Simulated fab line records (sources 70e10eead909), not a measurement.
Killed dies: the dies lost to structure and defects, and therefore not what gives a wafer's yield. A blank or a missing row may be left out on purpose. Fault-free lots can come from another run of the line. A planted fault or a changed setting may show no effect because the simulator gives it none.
Matching of chambers    flow nand-harc    3 sister chambers for NHARC_A_M0_PRE_CLEAN_31 on pecvd-03
The step time 12 s. 14 wafers are shown with their chamber, then 7 later ones without.

EACH WAFER AND ITS CHAMBER
wafer   chamber  heater-power-w (W)
L368.1  2        706
L368.3  1        601
L368.6  1        596
L367.3  0        726
L367.4  0        711
L367.5  2        704
L371.3  2        706
L371.5  1        554
L371.6  2        710
L369.1  1        535
L369.4  2        751
L369.5  1        540
L370.3  1        615
L370.4  0        702

SIGNATURES (means of the wafers above)
reading         chamber 0  chamber 1  chamber 2  scatter within a chamber
heater-power-w  713.00     573.50     715.40     26.7
Rule: a wafer lies at a distance from a chamber equal to the root of the sum of squares, over the readings, of (its reading less the chamber's mean, divided by the reading's scatter). The wafer belongs to the nearest chamber; if the next one is less than 2 further off, it can't be placed. The scatter is the square root of a quotient: the sum, over the shown wafers, of each reading's squared deviation from its chamber's mean, divided by wafers minus chambers.

WAFERS WHOSE CHAMBER IS MISSING
wafer   heater-power-w (W)
L370.6  700
L372.2  757
L372.4  529
L372.5  723
L373.2  735
L373.5  587
L373.6  725

EACH ONE'S CHAMBER
wafer   from the rows above      in truth
L370.6  can't be placed: 0 or 2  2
L372.2  can't be placed: 2 or 0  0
L372.4  1                        1
L372.5  can't be placed: 2 or 0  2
L373.2  can't be placed: 2 or 0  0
L373.5  1                        1
L373.6  can't be placed: 2 or 0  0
2 of 7 placed correctly. Unplaceable from these rows: 5, with the true chamber sitting among the candidates in 5. 0 placed wrongly.
